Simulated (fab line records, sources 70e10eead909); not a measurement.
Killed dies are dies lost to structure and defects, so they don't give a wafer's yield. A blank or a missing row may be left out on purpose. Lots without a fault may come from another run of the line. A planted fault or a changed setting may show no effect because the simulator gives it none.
fab line records | flow nand_harc
record lots=5 wafers=15 last_day=24
route steps=1159 shown A_WL_FILL@811 END@1159
lots that met no fault: from a run of the same line without faults
start_h: hours from the record's first day to the start of the lot's first wafer shown | wait_h: hours since the lot's step before | " the same as in the row above | L1.1+2: a row that stands for several wafers | - no value, or no start given | * or withheld: withheld | < > ~ a bound
route shown NAME@n: a module of which the file shows steps, and the number in the route of the first | usual: mean/standard deviation of fault-free wafers | same: alike in all rows | chamber/n: place in a boat | sites: the reading at each site | _std_site: their standard deviation | _edge_site: outer sites' mean less inner sites' | radius_mm: how far each site lies from the wafer's centre | mask NAME#n: copy n | behind: the tool/chamber that last shaped the wafer | hold: why the lot was held/for how many hours/how that ended | device: the transistor (n, p or np) that didn't switch | end of line: the same wafers' tests at the end of the route | a step without rows: its recipe alone | killed: dies lost to structure and defects at the first sort, not the wafer's yield | map: a wafer's dies, x killed, . not, _ none there
set.NAME: the setting as run; set.NAME@STEP: as run at that earlier step | model.NAME: the simulator's own value behind a step, which no gauge read
lots at some steps of the route; a table a step, a row a wafer
services: from which hour (start_h, from the record's first day; less than 0 if before it) a tool's chamber was out of use, for how many hours, and why
## steps
# step NHARC_A_WL_FILL_ALD_02
# recipe target_thk_a=20 pulse_time_s=3 ald_cycles=100 temp_c=450 material=TiN
# usual heater_power_w=1031/99 precursor_pulse_height_rel=1.003/0.022
# columns lot.wafer tool chamber start_h wait_h heater_power_w precursor_pulse_height_rel
L891.4 ald_metal-03 0 341.30 0.2 1171 1.015
L891.5 " 1 " " 969 0.988
L891.6 " 2 " " 962 0.982
L893.1 ald_metal-01 0 364.27 0.2 909 0.977
L893.2 " 1 " " 1174 0.973
L893.6 " 1 " " 1133 0.979
L905.3 ald_metal-03 0 443.76 0.2 1168 1.051
L905.2 " 1 " " 983 0.972
L905.6 " 3 " " 972 0.984
L907.2 ald_metal-02 2 454.81 0.2 1277 1.008
L907.1 " 3 " " 1027 0.989
L907.5 " 2 " " 1285 0.981
L908.4 ald_metal-01 1 455.08 0.2 1138 1.021
L908.6 " 2 " " 1085 1.019
L908.5 " 3 " " 986 1.038
# step NHARC_A_WL_FILL_CVD_03
# recipe target_thk_a=400 temp_c=300 pressure_torr=40 wf6_flow_sccm=40 h2_flow_sccm=1600 ar_flow_sccm=1560 time_s=3302 material=W
# usual chamber_pressure_Torr=40.01/0.09 heater_power_w=472/76 mfc_wf6_sccm=40.00/0.12 throttle_valve_pct=7.8/0.35
# columns lot.wafer tool chamber start_h wait_h chamber_pressure_Torr heater_power_w mfc_wf6_sccm throttle_valve_pct
L891.4 cvd_w-02 1 349.07 7.5 40.09 381 40.06 8.4
L891.6 " 1 " " 39.94 383 39.97 8.0
L891.5 " 0 " " 39.97 565 39.84 7.7
L893.1 cvd_w-01 0 368.54 3.9 40.00 474 40.00 7.6
L893.2 " 1 " " 40.04 514 40.00 8.0
L893.6 " 0 370.41 5.7 40.07 473 40.06 7.8
L905.2 cvd_w-02 1 444.59 0.5 40.04 367 39.85 8.2
L905.3 " 0 " " 39.95 560 40.29 7.1
L905.6 " 1 446.48 2.4 39.99 360 40.10 8.0
L907.2 cvd_w-02 1 458.49 3.3 40.14 363 39.99 8.1
L907.1 " 0 " " 40.14 556 40.05 7.3
L907.5 " 1 460.36 5.2 40.05 371 39.98 7.9
L908.4 cvd_w-01 1 461.89 6.5 40.11 497 39.95 8.1
L908.6 " 0 " " 39.95 476 40.03 7.7
L908.5 " 1 " " 40.10 518 40.02 8.1
# step NHARC_A_WL_FILL_ETCHBACK_04
# recipe target_depth_a=600 time_s=120 chemistry=NF3
# usual drypump_motor_current_A=6.1/0.56 oes_product_au=0.998/0.0075 run_length_s=141.0/0.48
# columns lot.wafer tool chamber start_h wait_h drypump_motor_current_A oes_product_au rf_hours_counter_h run_length_s
L891.4 rie_metal-02 1 351.53 2.0 5.8 1.002 - 140.4
L891.5 " 1 " " 5.8 0.984 - 140.5
L891.6 " 0 " " 5.6 1.007 - 141.0
L893.2 rie_metal-03 1 371.83 2.4 6.8 0.993 2.4 141.2
L893.1 " 0 " " 6.1 1.005 2.4 140.5
L893.6 " 1 " " 6.7 1.000 - 141.1
L905.2 rie_metal-01 1 447.46 2.4 6.8 0.998 3.7 141.4
L905.3 " 1 " " 6.8 1.005 - 141.4
L905.6 " 0 " " 5.2 1.006 - 141.6
L907.1 rie_metal-01 1 461.79 2.4 6.8 0.997 4.2 141.3
L907.2 " 0 " " 5.3 1.005 3.1 141.5
L907.5 " 0 " " 5.3 0.997 - 141.4
L908.4 rie_metal-03 1 463.93 1.6 6.7 1.006 - 141.3
L908.5 " 0 " " 6.1 1.017 - 140.4
L908.6 " 1 " " 6.7 0.994 - 141.1
# step NHARC_A_WL_FILL_ETCHBACK_05
# recipe target_depth_a=220 time_s=60 temp_c=40 chemistry=Cl2/BCl3
# usual drypump_motor_current_A=6.1/0.55 oes_product_au=0.999/0.009 run_length_s=81.1/0.51 temp_c=39.99/0.1
# columns lot.wafer tool chamber start_h wait_h drypump_motor_current_A oes_product_au rf_hours_counter_h run_length_s temp_c
L891.4 rie_metal-02 1 351.73 0.2 5.8 0.980 - 80.8 39.88
L891.5 " 1 " " 5.8 0.984 - 80.5 39.75
L891.6 " 0 " " 5.6 0.997 - 81.4 39.97
L893.2 rie_metal-03 1 372.07 0.2 6.7 0.981 2.5 81.4 40.02
L893.1 " 0 " " 6.1 1.006 2.5 81.0 39.86
L893.6 " 0 " " 6.1 0.998 - 80.2 40.10
L905.2 rie_metal-01 1 447.67 0.2 6.8 0.999 3.8 81.3 39.88
L905.3 " 1 " " 6.8 1.004 - 81.4 39.96
L905.6 " 1 " " 6.8 1.008 - 81.4 39.85
L907.2 rie_metal-01 0 462.03 0.2 5.3 0.997 3.3 81.4 39.83
L907.1 " 1 " " 6.8 1.016 4.3 81.8 40.05
L907.5 " 0 " " 5.2 1.007 - 82.0 39.88
L908.4 rie_metal-03 1 464.09 0.1 6.7 1.006 - 81.4 40.08
L908.6 " 1 " " 6.8 1.015 - 81.6 39.84
L908.5 " 0 " " 6.1 1.028 - 80.2 40.02
# step NHARC_A_WL_FILL_STRIP_27
# recipe power_w=1500 temp_c=250 time_s=20 chemistry=N2/H2
# step NHARC_A_WL_FILL_STRIP_28
# recipe time_s=1200 temp_c=72.5 chemistry=post_etch_residue_remover
# step NHARC_A_WL_FILL_PRECLEAN_06
# recipe time_s=300 chemistry=DIW
# step NHARC_A_WL_FILL_SRD_07
# step NHARC_A_WL_FILL_ANNEAL_08
# recipe temp_c=450 time_s=1800
# step NHARC_A_WL_FILL_ALD_10
# recipe target_thk_a=500 pulse_time_s=10 ald_cycles=500 temp_c=300 material=SiO2
# step NHARC_A_WL_FILL_ETCHBACK_16
# recipe target_depth_a=880 time_s=17.6 c4f8_flow_sccm=withheld o2_flow_sccm=8 ar_flow_sccm=withheld rf_w=600 bias_w=800 chemistry=C4F8/O2/Ar
# usual oes_product_au=0.98/0.032 rf_vpp_V=722/4.4 run_length_s=39.1/0.38
# columns lot.wafer tool chamber start_h wait_h oes_product_au rf_hours_counter_h rf_vpp_V run_length_s
L891.4 rie_diel-11 2 362.19 - 0.92 10.3 727 39.2
L891.5 " 0 " " 0.93 - 722 38.9
L891.6 " 1 " " 0.91 - 719 38.7
L893.2 rie_diel-13 2 382.40 - 0.99 2.2 718 39.0
L893.1 " 3 " " 0.99 2.1 724 38.8
L893.6 " 2 " " 0.99 - 719 39.6
L905.3 rie_diel-11 1 459.67 - 0.99 5.4 718 39.0
L905.2 " 3 " " 1.01 5.4 717 38.4
L905.6 " 2 " " 1.01 - 727 27.5
L907.2 rie_diel-08 2 472.59 - 0.93 5.9 729 39.5
L907.1 " 3 " " 0.92 6.9 729 39.6
L907.5 " 2 " " 0.94 - 729 40.1
L908.4 rie_diel-13 2 472.70 - 1.00 0.4 717 39.3
L908.5 " 1 " " 1.01 - 717 38.9
L908.6 " 2 " " 1.01 - 718 39.6
# step NHARC_A_WL_FILL_STRIP_29
# recipe time_s=20 o2_flow_sccm=500 ar_flow_sccm=0 bias_w=0 chemistry=O2
# usual drypump_motor_current_A=5.7/0.57 oes_product_au=1.001/0.009 rf_vpp_V=57.7/0.96 showerhead_plenum_p_Torr=3.49/0.15 throttle_valve_pct=17.036/0.0095
# columns lot.wafer tool chamber start_h wait_h drypump_motor_current_A oes_product_au rf_hours_counter_h rf_vpp_V showerhead_plenum_p_Torr throttle_valve_pct
L891.4 rie_diel-11 2 362.27 0.1 5.7 1.012 10.3 57.2 3.71 17.021
L891.6 " 0 " " 5.9 1.005 - 59.0 3.53 17.013
L891.5 " 1 " " 6.6 1.001 - 58.4 3.35 17.053
L893.1 rie_diel-13 2 382.48 0.1 5.1 0.988 2.2 58.3 3.35 17.051
L893.2 " 1 " " 5.1 1.000 2.1 56.0 3.35 17.019
L893.6 " 3 " " 5.7 0.993 - 56.6 3.60 17.029
L905.2 rie_diel-11 0 459.76 0.1 5.8 1.004 5.4 57.9 3.53 17.052
L905.3 " 3 " " 5.9 1.015 5.4 56.8 3.34 17.027
L905.6 " 1 " " 6.6 1.001 - 58.2 3.35 17.030
L907.1 rie_diel-08 1 472.69 0.1 5.8 0.997 6.8 57.6 3.31 17.037
L907.2 " 3 " " 5.7 0.995 6.9 59.9 3.73 17.028
L907.5 " 0 " " 6.5 1.007 - 57.4 3.53 17.035
L908.4 rie_diel-13 2 472.79 0.1 5.2 0.981 0.4 57.2 3.35 17.023
L908.6 " 3 " " 5.7 0.979 - 56.6 3.60 17.021
L908.5 " 0 " " 4.6 0.985 - 58.7 3.45 17.055
# step NHARC_END_SORT_01
# recipe temp_c=25
# usual killed_at_array=26/9.6 killed_at_other=0.7/0.92 killed_at_periphery=3.8/2.7 killed_dies=31/10 killed_open=3.3/1.7 killed_short=1.8/1.3
# same gross_dies=677
# columns lot.wafer tool chamber start_h wait_h killed_at_array killed_at_other killed_at_periphery killed_dies killed_open killed_short
L905.6 prober-02 0 556.38 4.0 669 0 8 677 6 0
# killed by level:class
L905.6 A_WL_FILL:area_etchback=643 A_SLIT:chamber_film_flake=11 P_M0:chamber_film_flake=4 A_CHANNEL_HOLE_D1:chamber_film_flake=4 A_WL_FILL:geometric_particle:open=3 A_CHANNEL_FILL_D1:chamber_film_flake=3 A_STAIRCASE:chamber_film_flake=3 P_CONTACT:geometric_particle:open=2
# map L905.6 (x killed, . not)
____________x____________
_________xxxxxxx_________
_______xxxxxxxxxxx_______
______xxxxxxxxxxxxx______
_____xxxxxxxxxxxxxxx_____
____xxxxxxxxxxxxxxxxx____
____xxxxxxxxxxxxxxxxx____
___xxxxxxxxxxxxxxxxxxx___
___xxxxxxxxxxxxxxxxxxx___
__xxxxxxxxxxxxxxxxxxxxx__
__xxxxxxxxxxxxxxxxxxxxx__
_xxxxxxxxxxxxxxxxxxxxxxx_
_xxxxxxxxxxxxxxxxxxxxxxx_
_xxxxxxxxxxxxxxxxxxxxxxx_
_xxxxxxxxxxxxxxxxxxxxxxx_
_xxxxxxxxxxxxxxxxxxxxxxx_
xxxxxxxxxxxxxxxxxxxxxxxxx
xxxxxxxxxxxxxxxxxxxxxxxxx
xxxxxxxxxxxxxxxxxxxxxxxxx
xxxxxxxxxxxxxxxxxxxxxxxxx
xxxxxxxxxxxxxxxxxxxxxxxxx
_xxxxxxxxxxxxxxxxxxxxxxx_
_xxxxxxxxxxxxxxxxxxxxxxx_
_xxxxxxxxxxxxxxxxxxxxxxx_
_xxxxxxxxxxxxxxxxxxxxxxx_
_xxxxxxxxxxxxxxxxxxxxxxx_
__xxxxxxxxxxxxxxxxxxxxx__
__xxxxxxxxxxxxxxxxxxxxx__
___xxxxxxxxxxxxxxxxxxx___
___xxxxxxxxxxxxxxxxxxx___
____xxxxxxxxxxxxxxxxx____
____xxxxxxxxxxxxxxxxx____
_____xxxxxxxxxxxxxxx_____
______xxxxxxxxxxxxx______
_______xxxxxxxxxxx_______
_________xxxxxxx_________
____________x____________
# map L891.6 (x killed, . not)
____________.____________
_________......._________
_______..........._______
______.............______
_____.x............._____
____x...x............____
____x..x.............____
___....x..............___
___..x................___
__.....................__
__.....................__
_......................._
_....x.x................_
_......................._
_.......x..............._
_......................._
.........................
.........................
.....................x...
..x.........x......x.....
...x...............x.....
_..................x...._
_.................x....._
_...............xxxx...._
_.................xxx..._
_......x............x..._
__................x....__
__................x....__
___.........x...x.....___
___................x..___
____...........x.....____
____.............x...____
_____.........xx...._____
______.............______
_______.........x._______
_________......._________
____________.____________
## services
# columns tool chamber start_h hours kind
ald_metal-03 - 322.18 10.0 pm
rie_metal-01 - 332.00 9.0 pm
rie_metal-02 - 364.76 1.9 repair
rie_diel-11 - 366.50 9.0 pm
cvd_w-02 - 376.08 13.0 pm
ald_metal-03 3 385.64 1.7 repair
rie_metal-03 1 386.02 10.0 repair
rie_metal-02 - 388.00 9.0 pm
rie_metal-01 0 390.16 14.6 repair
rie_diel-13 1 392.30 11.3 repair
rie_diel-11 2 393.32 4.4 repair
rie_diel-08 0 397.07 9.4 repair
ald_metal-03 0 422.47 16.3 repair
rie_diel-08 1 431.20 3.1 repair
rie_diel-11 1 438.15 5.4 repair
ald_metal-03 - 438.57 2.9 repair
rie_metal-02 - 446.26 0.2 repair
rie_diel-08 2 447.30 16.9 repair
rie_metal-03 - 453.00 9.0 pm
rie_diel-13 - 453.12 9.0 pm
rie_metal-02 1 454.08 13.8 repair
ald_metal-01 - 458.00 10.0 pm
ald_metal-03 0 465.47 13.5 repair
rie_metal-01 - 471.91 1.6 repair
## key
first_sign step=NHARC_A_WL_FILL_ETCHBACK_16 reading=run_length_s direction=down sigmas=30 usual=* struck=*
effect step=NHARC_END_SORT_01 reading=killed_at_array direction=up sigmas=67 usual=26 struck=669
more_kills_born_at NHARC_A_WL_FILL_ETCHBACK_16@rie_diel-11=643
met_at NHARC_A_WL_FILL_ETCHBACK_16
struck_wafers L905.6
later_rows_left_out L905.6
tester_left_out L905
onset_between 362.19 459.67
fault kind=process_parameter_drift tool=rie_diel-11 chamber=2 onset_h=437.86 steps=NHARC_A_WL_FILL_ETCHBACK_16 channel=time_s offset=* shape=step end_h=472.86 acts_in=* stated=*
# tester_left_out: of these lots the tester's yield and bins aren't shown, on N5 and GAA mostly nor the transistor test; their killed dies are dies lost to structure and defects alone, not to doping, threshold or leakage, so they don't give the yield
# later_rows_left_out: the simulator's readings of these wafers behind a module that went badly wrong aren't trusted and aren't shown, but for the sort
